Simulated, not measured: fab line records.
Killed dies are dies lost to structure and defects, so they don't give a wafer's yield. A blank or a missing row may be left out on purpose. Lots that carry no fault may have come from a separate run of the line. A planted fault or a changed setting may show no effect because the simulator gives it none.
Chamber matching    flow n5Finfet    N5_BEOL_M5_ETCH_62 on rieDiel-06 has 4 sister chambers
The step etches SOC in N2/H2, target depth 75 nm, overetch 15 nm, time 112.5 s. 4 wafers are shown with their chamber, then 8 later ones without.

== WAFERS WITH THEIR CHAMBER ==
wafer   chamber  drypumpMotorCurrentA (A)
L081.3  0        5.6
L081.6  1        6.0
L088.4  2        5.9
L090.1  3        6.4

== WAFERS WITHOUT THEIR CHAMBER ==
wafer   drypumpMotorCurrentA (A)
L090.4  6.5
L090.6  5.9
L093.1  6.0
L093.4  5.9
L093.5  5.9
L096.1  5.6
L096.5  5.9
L096.6  6.1

== WHICH CHAMBER EACH WENT THROUGH ==
wafer   from the rows above  in truth
L090.4  3                    3
L090.6  2                    2
L093.1  1                    1
L093.4  2                    2
L093.5  2                    2
L096.1  0                    0
L096.5  2                    2
L096.6  1                    1
8 of 8 placed correctly. Can't be placed from these rows: 0. Placed wrongly: 0.
How it was worked out, from the rows above alone: a wafer's distance from a chamber is the root of the sum, over the readings, of the square of ((its reading less the chamber's mean) divided by the reading's scatter). If the next closest chamber is less than 2 further off than the closest, the wafer can't be placed; otherwise it belongs to the closest. The mean given for a chamber averages the wafers shown for that chamber. The scatter: root of mean squared gap, hidden wafer to nearest shown wafer, with one shown wafer a chamber.
